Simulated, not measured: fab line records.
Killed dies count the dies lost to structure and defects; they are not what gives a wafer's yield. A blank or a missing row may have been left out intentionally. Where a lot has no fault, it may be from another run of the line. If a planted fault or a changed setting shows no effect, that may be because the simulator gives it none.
Split-lot experiment | flow n5-finfet | 7 lots, 21 wafers read, on a route of 1938 steps

## SPLIT DETAILS
At N5_BEOL_M7_ETCH_62 (etches SOC in N2/H2, target depth 110 nm, overetch 22 nm, time 165 s), the setting source-w was moved away from the recipe's 840 W on 7 of the 21 wafers read, by +6.3% to +17.6%. The other wafers ran this setting at the recipe's value.

The split's own step is where the reading is taken.

## THE READING
rf-vpp-V, in V, at N5_BEOL_M7_ETCH_62 (etches SOC in N2/H2, target depth 110 nm, overetch 22 nm, time 165 s). Typical for fault-free wafers on this fab line: 524.1 V, with standard deviation 2.4 V.

wafer  | tool, chamber at the split | source-w as run, W | against the recipe | rf-vpp-V, V | against lot-mates on the recipe
L076.1 | rie-diel-06, 1             | 840                | recipe             | 527.7       | -
L076.4 | rie-diel-06, 0             | 840                | recipe             | 523.4       | -
L076.5 | rie-diel-06, 3             | 840                | recipe             | 526.2       | -
L078.2 | rie-diel-05, 1             | 892.9              | +6.3%              | 514.3       | -6.9
L078.5 | rie-diel-05, 1             | 892.9              | +6.3%              | 513.1       | -8.1
L078.6 | rie-diel-05, 0             | 840                | recipe             | 521.2       | -
L079.2 | rie-diel-06, 0             | 840                | recipe             | 524.1       | -
L079.3 | rie-diel-06, 3             | 840                | recipe             | 524.6       | -
L079.5 | rie-diel-06, 1             | 840                | recipe             | 526.7       | -
L082.2 | rie-diel-03, 0             | 987.8              | +17.6%             | 495.7       | -28.5
L082.4 | rie-diel-03, 3             | 987.8              | +17.6%             | 497.2       | -27.0
L082.6 | rie-diel-03, 0             | 840                | recipe             | 524.2       | -
L086.1 | rie-diel-06, 3             | 840                | recipe             | 525.0       | -
L086.5 | rie-diel-06, 0             | 953.8              | +13.5%             | 500.8       | -24.2
L086.6 | rie-diel-06, 3             | 953.8              | +13.5%             | 503.2       | -21.8
L089.4 | rie-diel-03, 2             | 840                | recipe             | 526.7       | -
L089.5 | rie-diel-03, 2             | 913.5              | +8.7%              | 513.5       | -11.9
L089.6 | rie-diel-03, 3             | 840                | recipe             | 524.0       | -
L094.2 | rie-diel-03, 2             | 840                | recipe             | 527.8       | -
L094.3 | rie-diel-03, 0             | 840                | recipe             | 523.2       | -
L094.4 | rie-diel-03, 3             | 840                | recipe             | 522.5       | -

FIT RESULTS
A straight line over all 21 wafers: rf-vpp-V changes by -1.62 V for each +1% of source-w; r = -0.98; the points scatter about the line by 1.9 V.
The same after taking each lot's own level away (the mean of its wafers on the recipe; 21 wafers): -1.59 V for each +1%; r = -0.99; scatter 1.8 V.
On that fit, the largest move of source-w shifts the reading by 28 V.
Measured against the standard deviation above, the lots' own levels, which go from 521.20 to 525.77 V, span 1.9 times it.
The two slopes agree, so the slope changes little with the lot-to-lot level.
Check: -27.5 V against its lot-mates is what the line predicts for one of the wafers moved furthest among these (+17.6%) when that wafer is left out of the fit. It came out at -28.5 V against them.
Tool readings at the split's step, against how far the setting was moved: rf-vpp-V r = -0.98.

## ADDITIONAL SPLITS CARRIED BY THESE WAFERS
Note: prior to the reading, these wafers also went through further splits. Each is held against what the fit with the lots' levels taken away leaves over:
other split on the same wafers   | wafers away from the commonest value | r with rf-vpp-V (lot level and that fit taken away)
N5_BEOL_M5_TRENCH_ETCH_37 time-s | 6                                    | +0.01
N5_BEOL_M5_ETCH_41 source-w      | 8                                    | -0.13
N5_BEOL_M6_ETCH_66 source-w      | 10                                   | -0.24
N5_BEOL_M6_VIA_ETCH_34 time-s    | 7                                    | -0.17

## THE WHOLE CHAIN: every reading that the file lists as answering this split, in the file's order
step               | what it does                                                         | reading                                                                          | change (the file's fit)                | r (the file's)
N5_BEOL_M7_ETCH_62 | etches SOC in N2/H2, target depth 110 nm, overetch 22 nm, time 165 s | rf-vpp-V                                                                         | -1.56 V for each +1% of the setting    | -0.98
N5_BEOL_M7_ETCH_62 | etches SOC in N2/H2, target depth 110 nm, overetch 22 nm, time 165 s | SiARC_of_BEOL_M7_COAT_60.thk-nm (the simulator's own value, which no gauge read) | -0.0313 nm for each +1% of the setting | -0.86

## FILE'S OWN FIT
rf-vpp-V changes by -1.56 V for each +1% of source-w, r = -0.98.
